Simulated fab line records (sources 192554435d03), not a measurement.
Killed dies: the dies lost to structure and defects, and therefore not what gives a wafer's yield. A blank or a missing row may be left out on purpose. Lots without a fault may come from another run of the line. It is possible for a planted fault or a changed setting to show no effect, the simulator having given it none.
Matching of chambers	flow n5Finfet	N5_FIN_SAQP_ETCH_67 on rieDiel-03: 4 sister chambers
The step etches SiNx in CH3F/O2, target depth 30 nm. 17 wafers are shown with their chamber, then 8 later ones without.

WAFERS PAIRED WITH THEIR CHAMBERS
wafer	chamber	drypumpMotorCurrentA (A)	showerheadPlenumPTorr (Torr)	throttleValvePct (%)
L702.1	2	5.3	1.92	16.42
L702.4	1	6.5	2.14	16.18
L702.6	0	5.6	1.97	16.33
L705.1	0	5.5	1.97	16.32
L705.4	2	5.3	1.92	16.44
L705.5	2	5.3	1.92	16.45
L707.4	3	4.8	2.08	16.58
L707.5	0	5.5	1.97	16.32
L707.6	3	4.8	2.08	16.58
L709.1	0	5.5	1.97	16.34
L709.4	3	4.8	2.08	16.59
L709.5	1	6.5	2.13	16.19
L711.1	3	4.8	2.08	16.61
L711.4	2	5.3	1.92	16.46
L711.6	1	6.5	2.13	16.22
L716.3	1	6.5	2.13	16.22
L716.4	2	5.3	1.91	16.50

SIGNATURES (averages over the wafers above)
reading	chamber 0	chamber 1	chamber 2	chamber 3	scatter within a chamber
drypumpMotorCurrentA	5.525	6.500	5.300	4.800	0.024
showerheadPlenumPTorr	1.9700	2.1325	1.9180	2.0800	0.00345
throttleValvePct	16.3275	16.2025	16.4540	16.5900	0.0209
Rule: a wafer's distance from a chamber is the root of the sum, over the readings, of the square of ((its reading less the chamber's mean) divided by the reading's scatter). If the next closest chamber is less than 2 further off than the closest, the wafer can't be placed; otherwise it belongs to the closest. The scatter: the root of (the sum of the squares of (reading less its chamber's mean) over the shown wafers, divided by (wafers less chambers)).

WAFERS WITH NO CHAMBER GIVEN
wafer	drypumpMotorCurrentA (A)	showerheadPlenumPTorr (Torr)	throttleValvePct (%)
L719.2	4.8	2.07	16.64
L719.4	6.4	2.12	16.23
L721.2	5.5	1.96	16.39
L721.3	5.3	1.91	16.49
L721.4	6.5	2.12	16.25
L724.2	5.3	1.91	16.52
L724.4	6.5	2.12	16.27
L724.6	5.3	1.91	16.52

CHAMBER TAKEN BY EACH
wafer	from the rows above	in truth
L719.2	3	3
L719.4	1	1
L721.2	0	0
L721.3	2	2
L721.4	1	1
L724.2	2	2
L724.4	1	1
L724.6	2	2
Placed correctly: 8 of 8. Not placeable from these rows: 0. Placed wrongly: 0.
